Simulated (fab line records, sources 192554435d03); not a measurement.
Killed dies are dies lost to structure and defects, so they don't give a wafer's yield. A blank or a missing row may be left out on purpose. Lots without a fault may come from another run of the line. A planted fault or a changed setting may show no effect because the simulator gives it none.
fab line records | flow n5_finfet
record lots=5 wafers=15 last_day=17
route steps=1938 shown HKMG_FIN@416 BEOL_M4@1111 PASSIVATION@1936
lots that met no fault: from a run of the same line without faults
start_h: hours from the record's first day to the start of the lot's first wafer shown | wait_h: hours since the lot's step before | " the same as in the row above | L1.1+2: a row that stands for several wafers | - no value, or no start given | * or withheld: withheld | < > ~ a bound
route shown NAME@n: a module of which the file shows steps, and the number in the route of the first | usual: mean/standard deviation of fault-free wafers | same: alike in all rows | chamber/n: place in a boat | sites: the reading at each site | _std_site: their standard deviation | _edge_site: outer sites' mean less inner sites' | radius_mm: how far each site lies from the wafer's centre | mask NAME#n: copy n | behind: the tool/chamber that last shaped the wafer | hold: why the lot was held/for how many hours/how that ended | device: the transistor (n, p or np) that didn't switch | end of line: the same wafers' tests at the end of the route | a step without rows: its recipe alone | killed: dies lost to structure and defects at the first sort, not the wafer's yield | map: a wafer's dies, x killed, . not, _ none there
set.NAME: the setting as run; set.NAME@STEP: as run at that earlier step | model.NAME: the simulator's own value behind a step, which no gauge read
lots at some steps of the route; a table a step, a row a wafer
services: from which hour (start_h, from the record's first day; less than 0 if before it) a tool's chamber was out of use, for how many hours, and why
## steps
# step N5_HKMG_FIN_WET_ETCH_65
# recipe chemistry=TMAH temp_c=70 conc_wt_pct=5 target=a-Si stop_on=TiN time_s=49 target_depth_nm=3
# step N5_HKMG_FIN_WET_ETCH_81
# recipe chemistry=SC1 target=TiN stop_on=HfO2 mix=1:1:5 temp_c=60 time_s=57 target_depth_nm=6
# step N5_HKMG_FIN_WET_ETCH_82
# recipe chemistry=dHCl mix=1:10000 temp_c=25 target=La2O3 stop_on=HfO2 target_depth_nm=2 dry=ipa_marangoni rinse_time_s=30 rinse_temp_c=23
# step N5_HKMG_FIN_ALD_36
# recipe material=TiN target_thk_a=10 temp_c=400 ald_precursor_family=TiCl4 ald_co_reactant=NH3 pulse_time_s=1 purge_time_s=3 co_reactant_purge_time_s=2 co_reactant_pulse_time_s=2 ald_cycles=47 pressure_torr=3
# usual heater_power_w=878/63 precursor_pulse_height_rel=0.999/0.019
# columns lot.wafer tool chamber start_h wait_h heater_power_w precursor_pulse_height_rel
L465.2 ald_metal-03 1 76.79 0.0 814 0.999
L465.4 " 0 " " 931 0.991
L465.6 " 0 " " 932 1.015
L473.2 ald_metal-04 2 122.94 0.0 945 1.019
L473.4 " 0 " " 777 0.983
L473.5 " 0 " " 772 1.011
L479.3 ald_metal-01 0 158.89 0.0 865 0.998
L479.5 " 2 " " 925 0.991
L479.6 " 1 " " 905 0.990
L485.1 ald_metal-04 2 193.85 0.0 976 0.988
L485.2 " 3 " " 896 0.998
L485.3 " 0 " " 771 0.984
L488.3 ald_metal-01 1 211.90 0.0 910 1.003
L488.4 " 2 " " 935 0.953
L488.5 " 1 " " 895 1.015
# step N5_HKMG_FIN_THK_MEAS_70
# recipe thk_meas_gauge=xrf reads=HfO2_of_HKMG_FIN_HK_ALD_01
# usual HK_THK=1.590/0.02
# columns lot.wafer tool chamber start_h wait_h HK_THK[nm]
L465.2 film_metro-01 - 77.07 0.2 1.601
L465.4 " - " " 1.607
L465.6 " - " " 1.597
L473.2 film_metro-01 - 123.22 0.2 1.584
L473.4 " - " " 1.594
L473.5 " - " " 1.624
L479.3 film_metro-02 - 159.17 0.2 1.551
L479.5 " - " " 1.578
L479.6 " - " " 1.612
L485.1 film_metro-01 - 194.13 0.2 1.587
L485.2 " - " " 1.615
L485.3 " - " " 1.616
L488.3 film_metro-02 - 212.18 0.2 1.603
L488.4 " - " " 1.589
L488.5 " - " " 1.561
# step N5_HKMG_FIN_PWFM_ALD_03
# recipe material=TiN target_thk_a=20 temp_c=400 ald_precursor_family=TiCl4 ald_co_reactant=NH3 pulse_time_s=1 purge_time_s=3 co_reactant_purge_time_s=2 co_reactant_pulse_time_s=2 ald_cycles=91 pressure_torr=3
# usual heater_power_w=858/73 precursor_pulse_height_rel=1.000/0.02
# columns lot.wafer tool chamber start_h wait_h heater_power_w precursor_pulse_height_rel
L465.2 ald_metal-04 1 77.11 0.0 843 0.943
L465.4 " 2 " " 925 0.980
L465.6 " 2 " " 955 0.976
L473.2 ald_metal-01 2 123.26 0.0 935 1.040
L473.4 " 0 " " 884 1.033
L473.5 " 0 " " 860 1.035
L479.3 ald_metal-04 0 159.21 0.0 772 1.035
L479.5 " 3 " " 896 1.002
L479.6 " 2 " " 954 1.030
L485.1 ald_metal-03 2 194.16 0.0 737 1.008
L485.2 " 0 " " 927 0.995
L485.3 " 3 " " 745 0.977
L488.3 ald_metal-03 0 212.21 0.0 913 1.043
L488.4 " 3 " " 746 1.039
L488.5 " 0 " " 922 0.981
# step N5_HKMG_FIN_COAT_29
# recipe resist=SOC temp_c=250 time_s=60 spin_rpm=1500 resist_thk_nm=300
# step N5_HKMG_FIN_COAT_30
# recipe resist=SiARC temp_c=220 time_s=60 spin_rpm=1500 resist_thk_nm=35
# step N5_HKMG_FIN_COAT_06
# recipe resist=CAR-ArF spin_rpm=1500 resist_thk_nm=90
# step N5_HKMG_FIN_EBR_08
# recipe solvent=PGMEA ebr_width_mm=1.5
# step N5_HKMG_FIN_SOFTBAKE_07
# recipe temp_c=110 time_s=60 resist=CAR-ArF
# step N5_HKMG_FIN_EXPOSE_09
# recipe mask_id=NWFM na=1.35 source_shape=conventional sigma_outer=0.8 polarization=unpolarized dose_mj=39.25
# step N5_HKMG_FIN_PEB_10
# recipe peb_temp_c=withheld peb_time_s=60 resist=CAR-ArF
# columns lot.wafer tool chamber start_h wait_h
L465.2+4+6 litho_track-03 0 77.75 0.0
L473.2+4+5 litho_track-03 0 124.03 0.0
L479.3+5+6 litho_track-01 0 159.98 0.0
L485.1+2+3 litho_track-02 0 194.93 0.1
L488.3+4+5 litho_track-02 0 212.99 0.0
# step N5_HKMG_FIN_DEVELOP_11
# recipe develop_time_s=30 developer=TMAH resist=CAR-ArF dev_temp_c=23 rinse_liquid=diw dry=air_spin
# step N5_HKMG_FIN_CD_MEAS_12
# recipe target_cd_nm=92.8 landing_energy_ev=500 detector=se_inlens
# usual cd_nm=92.8/0.58
# columns lot.wafer tool chamber start_h wait_h cd_nm
L465.2 cd_sem-03 0 77.82 - 93.7
L465.4 " 0 " " 93.2
L465.6 " 0 " " 92.0
L473.2 cd_sem-02 0 124.10 - 95.3
L473.4 " 0 " " 94.7
L473.5 " 0 " " 93.7
L479.3 cd_sem-03 0 160.05 - 92.7
L479.5 " 0 " " 93.7
L479.6 " 0 " " 94.0
L485.1 cd_sem-01 0 195.00 - 92.0
L485.2 " 0 " " 92.7
L485.3 " 0 " " 92.7
L488.3 cd_sem-03 0 213.05 - 91.4
L488.4 " 0 " " 93.5
L488.5 " 0 " " 92.6
# step N5_HKMG_FIN_OVL_MEAS_13
# recipe points_per_wafer=44
# usual NWFM_OVL=-0.1/0.74
# columns lot.wafer tool chamber start_h wait_h NWFM_OVL[nm]
L465.2 overlay-01 0 77.85 0.0 -0.1
L465.4 " 0 " " 0.0
L465.6 " 0 " " 0.1
L473.2 overlay-02 0 124.13 0.0 0.7
L473.4 " 0 " " 0.3
L473.5 " 0 " " 0.2
L479.3 overlay-01 0 160.07 0.0 -0.4
L479.5 " 0 " " -1.3
L479.6 " 0 " " -1.0
L485.1 overlay-02 0 195.03 0.0 0.4
L485.2 " 0 " " 0.0
L485.3 " 0 " " -0.1
L488.3 overlay-02 0 213.08 0.0 -0.2
L488.4 " 0 " " -0.8
L488.5 " 0 " " 0.0
# step N5_BEOL_M4_RC_MEAS_101
# usual DIBL_N=36.3/1.7 DIBL_P=36.3/2.2 IOFF_N=0.16/0.034 IOFF_P=0.21/0.038 ION_N=673/13 ION_P=461/8.3 SS_N=71.5/0.55 SS_P=73.3/0.67 VT_N=250/3.4 VT_P=-251/3.5
# columns lot.wafer tool chamber start_h wait_h DIBL_N[mV/V] DIBL_P[mV/V] IOFF_N[nA/um] IOFF_P[nA/um] ION_N[uA/um] ION_P[uA/um] SS_N[mV/dec] SS_P[mV/dec] VT_N[mV] VT_P[mV]
L465.2 prober-01 0 169.97 0.2 34.1 32.5 0.12 0.16 657 458 70.8 72.1 250 -254
L465.4 " 0 " " 34.8 33.6 0.13 0.17 672 462 71.8 72.1 254 -252
L465.6 " 0 " " 35.0 33.7 0.14 0.17 671 462 71.4 71.9 250 -254
L473.2 prober-01 0 210.74 0.2 35.1 36.1 0.12 0.19 662 461 72.3 73.7 257 -251
L473.4 " 0 " " 39.4 40.4 0.19 0.25 649 452 72.5 74.2 250 -247
L473.5 " 0 " " 36.2 37.3 0.13 0.21 639 450 72.4 73.1 254 -249
L479.3 prober-02 0 249.35 0.3 35.6 34.6 0.13 0.19 666 458 71.7 73.4 252 -250
L479.5 " 0 " " 35.0 33.9 0.12 0.18 658 459 71.0 72.5 254 -251
L479.6 " 0 " " 40.2 40.5 0.21 0.29 690 468 72.8 74.0 247 -246
L485.1 prober-02 0 286.97 0.0 35.2 35.1 0.14 0.19 681 464 71.0 73.0 250 -250
L485.2 " 0 " " 35.6 34.8 0.13 0.18 671 465 71.0 72.8 253 -251
L485.3 " 0 " " 35.6 35.1 0.14 0.19 672 463 71.4 72.5 253 -249
L488.3 prober-02 0 297.27 0.3 36.1 36.6 0.15 0.19 679 466 71.0 73.1 251 -254
L488.4 " 0 " " 38.2 39.3 0.19 0.23 681 462 71.0 73.7 249 -252
L488.5 " 0 " " 35.2 33.9 0.13 0.16 653 449 71.6 73.1 252 -255
# step N5_PASSIVATION_PROBE_49
# usual defect_limited_yield=91.4/1.6 killed_at_M0_to_M3=34/10 killed_at_M4_up=12/4.8 killed_at_contacts=11/6.2 killed_at_front_end=39/13 killed_at_other=4/3.1 killed_dies=101/19 killed_open=67/14 killed_short=32/8.3 sort_bin_5_function=5.0/1 sort_bin_6_memory=3.2/0.76 sort_n_pass=1079/19 sort_yield_pct=91.4/1.6
# same gross_dies=1180 killed_at_back_side=0 sort_bin_4_leakage[%]=0 sort_bin_8_speed[%]=0
# columns lot.wafer tool chamber start_h wait_h defect_limited_yield[%] killed_at_M0_to_M3 killed_at_M4_up killed_at_contacts killed_at_front_end killed_at_other killed_dies killed_open killed_short sort_bin_5_function[%] sort_bin_6_memory[%] sort_n_pass sort_yield_pct[%]
L485.2 prober-02 - 392.41 0.1 91.1 17 18 16 49 5 105 74 29 5.3 3.4 1075 91.1
# killed by level:class
L485.2 MOL_CONTACT_COAG:geometric_particle:open=15 STI_FIN_REVEAL:geometric_particle:open=14 FIN_SAQP:geometric_particle:open=13 FIN_SAQP:geometric_particle:short=5 GATE_CUT:geometric_particle:short=5 GATE_CUT:geometric_particle:open=4 BEOL_M0_SAQP:geometric_particle:open=4 BEOL_M1:geometric_particle:open=4
## services
# columns tool chamber start_h hours kind
ald_metal-01 2 75.98 13.1 repair
litho_track-02 - 89.74 - consumable_replace:filter
ald_metal-03 - 105.34 6.0 pm
ald_metal-03 - 115.20 8.7 pm
ald_metal-03 1 126.28 2.3 repair
litho_track-03 - 160.39 - consumable_replace:filter
litho_track-01 - 167.90 - consumable_replace:filter
ald_metal-01 2 180.10 2.0 repair
## key
first_sign step=N5_HKMG_FIN_CD_MEAS_12 reading=cd_nm direction=up sigmas=3.1 usual=92.8 struck=94.5
effect none on later readings
met_at N5_HKMG_FIN_PEB_10
struck_wafers L473.2,L473.4,L473.5
onset_between 77.75 124.03
also_fits N5_HKMG_FIN_PWFM_ALD_03:ald_metal-01
fault kind=process_parameter_drift tool=litho_track-03 chamber=- onset_h=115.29 steps=N5_HKMG_FIN_PEB_10 channel=peb_temp_c offset=withheld shape=step end_h=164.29 acts_in=*
